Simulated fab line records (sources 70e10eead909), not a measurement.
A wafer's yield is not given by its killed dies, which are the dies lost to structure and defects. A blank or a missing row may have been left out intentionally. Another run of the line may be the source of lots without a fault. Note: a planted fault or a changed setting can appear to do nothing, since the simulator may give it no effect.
fab line records | flow nandHarc
[record] lots = 6 wafers = 16 lastDay = 34
route steps=1302 shown A_WL_FILL@956 END@1302
lots untouched by any fault: they come from a run of this same line in which no faults occurred
startH: hours from the record's opening day to when the first of the lot's shown wafers began | waitH: hours since the lot's step before | " repeats the value in the row above | L1.1+2: a single row standing in for several wafers | - no value, or no start was given | * or withheld: withheld | < > ~ a bound
route shown NAME@n: names a module that has steps shown in the file, with the first one's number in the route | usual: mean and standard deviation over wafers with no fault | same: alike in all rows | chamber/n: place in a boat | sites: the reading at each site | _std_site: the values' standard deviation | _edge_site: the outer-site mean with the inner-site mean subtracted | radiusMm: for every site, how far away it sits from the centre of the wafer | mask NAME#n: copy n | behind: the last tool/chamber to shape the wafer | hold: what put the lot on hold/how long, in hours/how the hold closed | device: the n, p or np transistor that did not switch | end of line: at the end of the route, the tests of the same wafers | a step without rows: its recipe alone | killed: not the wafer's yield, but the dies lost to structure and defects at the first sort | map: a wafer's dies, x killed, . not, _ none there
set.NAME: the run value of the setting; set.NAME@STEP: its run value at that earlier step | model.NAME: the simulator's own value behind a step, which no gauge read
a table for each step, a row for each wafer; lots at some steps of the route
services: from which hour (startH, from the record's first day; less than 0 if before it) a tool's chamber was out of use, for how many hours, and why
[[steps]]
[step NHARC_A_WL_FILL_CVD_03]
[recipe] targetThkA = 400 tempC = 300 pressureTorr = 40 wf6FlowSccm = 40 h2FlowSccm = 1600 arFlowSccm = 1560 timeS = 279 material = W
[usual] heaterPowerW = 415/32 throttleValvePct = 7.96/0.22
[same] timeS = 279
// columns lot.wafer tool chamber startH waitH heaterPowerW throttleValvePct
L332.3 cvdW-01 0 564.15 0.2 382 7.53
L332.6 " 1 " " 392 7.93
L332.5 " 0 " " 388 7.91
L336.2 cvdW-02 1 586.14 0.1 456 8.29
L336.6 " 0 " " 459 7.94
L337.2 cvdW-02 0 600.13 0.1 444 7.70
L337.5 " 1 " " 431 8.22
L345.1 cvdW-02 1 665.14 0.1 444 8.33
L345.4 " 0 " " 461 7.86
L345.3 " 1 " " 440 8.15
L343.2 cvdW-02 0 668.52 0.1 467 7.85
L343.3 " 0 " " 462 7.95
L343.5 " 1 " " 441 7.90
L347.3 cvdW-02 1 703.62 0.2 446 8.07
L347.4 " 0 " " 467 7.88
L347.6 " 0 " " 475 7.87
[step NHARC_A_WL_FILL_ETCHBACK_04]
[recipe] targetDepthA = 600 timeS = 120 chemistry = NF3
[step NHARC_A_WL_FILL_ETCHBACK_05]
[recipe] targetDepthA = 220 timeS = 60 tempC = 40 chemistry = Cl2/BCl3
[usual] chamberPressureMTorr = 9.999/0.0091 drypumpMotorCurrentA = 6.0/0.43 oesProductAu = 1.007/0.0084 runLengthS = 81.4/0.43
[same] timeS = 60
// columns lot.wafer tool chamber startH waitH chamberPressureMTorr drypumpMotorCurrentA oesProductAu rfHoursCounterH runLengthS
L332.3 rieMetal-02 0 564.65 0.2 9.997 5.9 0.999 - 81.2
L332.5 " 1 " " 9.998 5.0 1.007 - 81.0
L332.6 " 0 " " 9.998 5.9 1.010 - 81.0
L336.2 rieMetal-01 1 586.70 0.2 9.998 6.5 1.011 0.1 81.1
L336.6 " 0 " " 10.003 6.2 1.012 - 81.8
L337.2 rieMetal-01 1 600.85 0.2 9.987 6.6 1.010 0.4 81.3
L337.5 " 0 " " 10.010 6.2 0.998 - 81.9
L345.1 rieMetal-01 1 665.70 0.2 10.001 6.5 1.010 1.6 81.6
L345.4 " 1 " " 10.005 6.5 1.004 - 81.2
L345.3 " 0 " " 9.982 6.2 1.009 - 81.7
L343.2 rieMetal-03 0 669.13 0.2 10.010 5.8 0.995 2.7 81.8
L343.3 " 1 " " 9.988 6.2 1.003 - 81.0
L343.5 " 0 " " 9.985 5.8 1.000 - 81.7
L347.4 rieMetal-01 1 704.16 0.2 10.001 6.5 1.014 - 81.3
L347.3 " 0 " " 9.991 6.2 1.005 - 82.1
L347.6 " 1 " " 10.012 6.6 1.023 - 81.9
[step NHARC_A_WL_FILL_STRIP_27]
[recipe] powerW = 1500 tempC = 250 timeS = 20 chemistry = N2/H2
[usual] drypumpMotorCurrentA = 6.0/0.37 heaterPowerW = 337/25 rfReflPowerW = 19/6.5
[same] timeS = 20
// columns lot.wafer tool chamber startH waitH drypumpMotorCurrentA heaterPowerW rfHoursCounterH rfReflPowerW
L332.3 plasmaAsher-02 1 564.82 0.2 6.2 341 - 14
L332.6 " 0 " " 5.9 298 - 14
L332.5 " 1 " " 6.2 357 - 15
L336.2 plasmaAsher-02 0 586.86 0.2 5.9 304 30 13
L336.6 " 0 " " 5.9 302 - 14
L337.2 plasmaAsher-02 0 601.02 0.2 5.9 308 33 14
L337.5 " 0 " " 5.9 312 - 14
L345.1 plasmaAsher-01 0 665.86 0.2 6.3 327 30 23
L345.4 " 1 " " 5.3 360 - 30
L345.3 " 0 " " 6.4 350 - 24
L343.2 plasmaAsher-02 1 669.27 0.1 6.2 360 12 14
L343.3 " 1 " " 6.2 350 - 14
L343.5 " 0 " " 5.9 297 - 13
L347.3 plasmaAsher-02 1 704.51 0.3 6.2 354 - -
L347.4 " 0 " " 5.9 297 - -
L347.6 " 1 " " 6.2 351 - -
[step NHARC_A_WL_FILL_STRIP_28]
[recipe] timeS = 1200 tempC = 72.5 chemistry = postEtchResidueRemover
[step NHARC_A_WL_FILL_PRECLEAN_06]
[recipe] timeS = 300 chemistry = DIW
[step NHARC_A_WL_FILL_SRD_07]
[step NHARC_A_WL_FILL_ANNEAL_08]
[recipe] tempC = 450 timeS = 1800
[step NHARC_A_WL_FILL_ALD_10]
[recipe] targetThkA = 500 pulseTimeS = 10 aldCycles = 500 tempC = 300 material = SiO2
[step NHARC_A_WL_FILL_ETCHBACK_16]
[recipe] targetDepthA = 1200 timeS = 24 c4f8FlowSccm = withheld o2FlowSccm = 8 arFlowSccm = withheld rfW = 600 biasW = 800 chemistry = C4F8/O2/Ar
[usual] chamberPressureMTorr = 25.003/0.021 oesProductAu = 0.976/0.028 rfFwdPowerW = 590/3.2 rfVppV = 723/4.5 runLengthS = 45.4/0.53
[same] timeS = 24
// columns lot.wafer tool chamber startH waitH chamberPressureMTorr oesProductAu rfFwdPowerW rfHoursCounterH rfVppV runLengthS
L332.3 rieDiel-07 2 - - 25.002 0.989 591 3.7 722 45.4
L332.5 " 1 " " 25.049 0.971 590 - 728 44.8
L332.6 " 2 " " 24.972 0.979 591 - 721 45.3
L336.2 rieDiel-07 2 - - 25.002 0.998 589 4.7 721 45.4
L336.6 " 2 " " 24.996 1.006 592 - 721 45.3
L337.2 rieDiel-08 2 - - 24.998 0.946 589 1.2 729 46.5
L337.5 " 3 " " 24.966 0.960 588 - 720 45.0
L345.3 rieDiel-08 3 - - 25.000 0.989 584 2.3 720 45.1
L345.1 " 0 " " 24.991 1.005 592 2.4 717 44.8
L345.4 " 0 " " 25.024 1.004 592 - 717 44.8
L343.2 rieDiel-08 3 - - 25.006 0.966 582 2.3 720 45.1
L343.3 " 1 " " 24.951 0.961 589 2.4 725 44.8
L343.5 " 3 " " 24.988 0.964 585 - 720 45.0
L347.3 rieDiel-08 1 - - 24.955 0.924 590 3.5 725 44.8
L347.4 " 3 " " 24.970 0.926 583 3.6 721 45.0
L347.6 " 1 " " 25.019 0.925 590 - 727 44.8
[step NHARC_A_WL_FILL_STRIP_29]
[recipe] timeS = 20 o2FlowSccm = 500 arFlowSccm = 0 biasW = 0 chemistry = O2
[usual] chamberPressureMTorr = 59.99/0.057 drypumpMotorCurrentA = 5.9/0.56 oesProductAu = 0.998/0.0094 rfVppV = 57.7/0.82 showerheadPlenumPTorr = 3.50/0.15 throttleValvePct = 17.038/0.0089
[same] timeS = 20
// columns lot.wafer tool chamber startH waitH chamberPressureMTorr drypumpMotorCurrentA oesProductAu rfHoursCounterH rfVppV showerheadPlenumPTorr throttleValvePct
L332.3 rieDiel-07 2 576.24 0.1 60.02 5.8 0.986 3.7 58.4 3.47 17.021
L332.6 " 3 " " 59.96 5.8 0.975 - 56.4 3.36 17.024
L332.5 " 0 " " 60.01 5.2 0.999 - 57.0 3.35 17.046
L336.2 rieDiel-07 3 597.97 0.1 60.05 5.8 0.998 5.5 57.5 3.36 17.036
L336.6 " 0 " " 59.94 5.3 0.998 - 57.5 3.35 17.037
L337.2 rieDiel-08 1 612.77 0.1 60.05 6.0 1.000 1.3 57.3 3.63 17.051
L337.5 " 2 " " 60.04 4.8 0.987 - 58.1 3.71 17.026
L345.3 rieDiel-08 1 675.53 0.1 59.84 6.0 0.983 2.4 57.9 3.63 17.033
L345.1 " 3 " " 60.00 6.6 0.992 2.3 57.1 3.43 17.035
L345.4 " 3 " " 60.04 6.6 0.996 - 56.8 3.43 17.034
L343.3 rieDiel-08 0 679.37 0.1 60.06 6.1 1.008 2.4 56.1 3.34 17.036
L343.2 " 1 " " 60.00 6.0 0.990 2.4 58.4 3.63 17.046
L343.5 " 1 " " 59.99 6.0 0.996 - 58.5 3.63 17.040
L347.4 rieDiel-08 2 715.92 0.1 60.03 4.8 0.992 3.2 57.9 3.71 17.041
L347.3 " 0 " " 60.09 6.1 1.006 3.8 58.1 3.34 17.054
L347.6 " 1 " " 59.99 6.0 0.993 - 58.9 3.63 17.046
[step NHARC_A_WL_FILL_ETCHBACK_17]
[recipe] targetDepthA = 40 timeS = 26.7 chemistry = Cl2/BCl3
[usual] chamberPressureMTorr = 10.000/0.0092 drypumpMotorCurrentA = 5.8/0.47 oesProductAu = 1.005/0.0081 runLengthS = 47.9/0.41
// columns lot.wafer tool chamber startH waitH chamberPressureMTorr drypumpMotorCurrentA oesProductAu rfHoursCounterH runLengthS
L332.3 rieMetal-03 0 576.38 - 10.011 5.8 1.001 - 48.2
L332.6 " 1 " " 10.004 6.1 1.004 - 47.7
L332.5 " 0 " " 9.993 5.8 1.008 - 48.3
L336.2 rieMetal-02 0 598.05 - 9.993 5.9 0.996 2.1 41.3
L336.6 " 1 " " 10.003 5.0 1.003 - 47.5
L337.2 rieMetal-02 1 612.86 - 10.001 5.1 0.998 2.2 40.9
L337.5 " 0 " " 9.993 5.9 1.005 - 48.1
L345.1 rieMetal-02 1 675.64 - 9.996 5.0 1.012 0.7 47.3
L345.3 " 0 " " 9.999 6.0 1.002 - 47.6
L345.4 " 1 " " 9.992 5.0 1.013 - 47.4
L343.2 rieMetal-01 1 679.47 - 10.004 6.6 1.015 1.9 47.9
L343.3 " 1 " " 10.005 6.6 1.017 - 47.9
L343.5 " 0 " " 10.009 6.2 0.999 - 48.4
L347.4 rieMetal-03 0 716.04 - 10.007 5.8 0.979 - 48.0
L347.3 " 1 " " 10.007 6.1 0.989 - 47.5
L347.6 " 0 " " 9.996 5.8 0.981 - 48.5
[step NHARC_A_WL_FILL_PRECLEAN_18]
[recipe] timeS = 30 chemistry = dHF
[step NHARC_END_SORT_01]
[recipe] tempC = 25
[usual] killedAtArray = 59/24 killedAtOther = 0.7/1.2 killedAtPeriphery = 3.5/2.6 killedDies = 63/24 killedOpen = 3.2/2.1 killedShort = 2.4/1.5
[same] grossDies = 677
// columns lot.wafer tool chamber startH waitH killedAtArray killedAtOther killedAtPeriphery killedDies killedOpen killedShort
L336.2 prober-01 0 682.24 2.8 76 0 2 78 1 2
L336.6 prober-01 0 685.49 4.1 96 0 3 99 1 2
L345.1 prober-01 0 774.36 2.5 21 0 1 22 4 3
L345.3 prober-01 0 775.99 3.1 24 0 0 24 2 1
L345.4 prober-01 0 776.80 3.4 14 1 5 20 6 2
// killed by level:class
L336.2 A_CHANNEL_HOLE_D1:chamberFilmFlake=28 A_SLIT:chamberFilmFlake=17 A_CHANNEL_HOLE_D2:chamberFilmFlake=15 A_CONTACT:chamberFilmFlake=5 A_DECK1_JOINT:chamberFilmFlake=3 A_WL_FILL:chamberFilmFlake=3 P_STI:chamberFilmFlake=2 A_DECK1_JOINT:geometricParticle:short=1
L336.6 A_CHANNEL_HOLE_D1:chamberFilmFlake=35 A_SLIT:chamberFilmFlake=32 A_CHANNEL_HOLE_D2:chamberFilmFlake=14 A_CONTACT:chamberFilmFlake=8 A_WL_FILL:chamberFilmFlake=3 P_STI:chamberFilmFlake=2 P_M1:geometricParticle:open=1 A_ONON_D1:geometricParticle:short=1
L345.1 A_SLIT:chamberFilmFlake=4 A_CHANNEL_HOLE_D1:unspecified=3 A_CONTACT:chamberFilmFlake=3 A_BLC:geometricParticle:open=2 P_M0:geometricParticle:short=1 A_CHANNEL_HOLE_D1:geometricParticle:open=1 A_CHANNEL_HOLE_D1:geometricParticle:short=1 A_CHANNEL_FILL_D2:geometricParticle:open=1
L345.3 A_SLIT:chamberFilmFlake=10 A_CONTACT:chamberFilmFlake=3 A_M1:chamberFilmFlake=3 A_CHANNEL_HOLE_D1:chamberFilmFlake=2 A_CHANNEL_FILL_D1:geometricParticle:short=1 A_WL_FILL:geometricParticle:open=1 A_CONTACT:geometricParticle:open=1 A_ZERO_WELL:chamberFilmFlake=1
L345.4 P_STI:chamberFilmFlake=2 A_CHANNEL_HOLE_D1:chamberFilmFlake=2 A_STAIRCASE:chamberFilmFlake=2 A_SLIT:chamberFilmFlake=2 P_CONTACT:geometricParticle:open=1 P_M0:geometricParticle:open=1 P_M0:geometricParticle:short=1 A_CHANNEL_FILL_D1:geometricParticle:open=1
[[services]]
// columns tool chamber startH hours kind
rieDiel-08 - 544.80 9.0 pm
rieDiel-08 0 544.80 9.0 ventCycle
rieDiel-08 1 544.80 9.0 ventCycle
rieDiel-08 2 544.80 9.0 ventCycle
rieDiel-08 3 544.80 9.0 ventCycle
cvdW-01 - 547.00 13.0 pm
rieDiel-08 0 553.80 - clean
rieDiel-08 1 553.80 - clean
rieDiel-08 3 558.32 8.6 repair
rieMetal-01 - 575.00 9.0 pm
rieMetal-03 - 587.40 0.3 repair
rieMetal-03 - 599.57 1.9 repair
plasmaAsher-02 - 603.24 9.0 pm
cvdW-01 0 619.66 7.5 repair
rieMetal-03 0 623.49 12.6 repair
cvdW-02 - 631.00 13.0 pm
rieMetal-02 - 631.00 9.0 pm
rieMetal-02 - 641.82 0.5 repair
rieDiel-07 - 648.20 9.0 pm
rieDiel-08 0 654.98 3.4 repair
rieDiel-08 2 665.65 10.4 repair
rieMetal-03 0 681.65 10.5 repair
plasmaAsher-01 - 696.00 9.0 pm
rieMetal-03 - 696.13 9.0 pm
[[key]]
[firstSign] step = NHARC_A_WL_FILL_ETCHBACK_17 reading = runLengthS direction = down sigmas = 17 usual = * struck = *
effect none on later readings
metAt NHARC_A_WL_FILL_ETCHBACK_17
struckWafers L336.2,L337.2
testerLeftOut L336,L337
[fault] kind = processParameterDrift tool = rieMetal-02 chamber = - onsetH = 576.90 steps = NHARC_A_WL_FILL_ETCHBACK_17 channel = timeS offset = * shape = step endH = 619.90 scope = struckWafersOnly actsIn = * stated = *
// testerLeftOut: of these lots the tester's yield and bins aren't shown, on N5 and GAA mostly nor the transistor test; their killed dies are dies lost to structure and defects alone, not to doping, threshold or leakage, so they don't give the yield
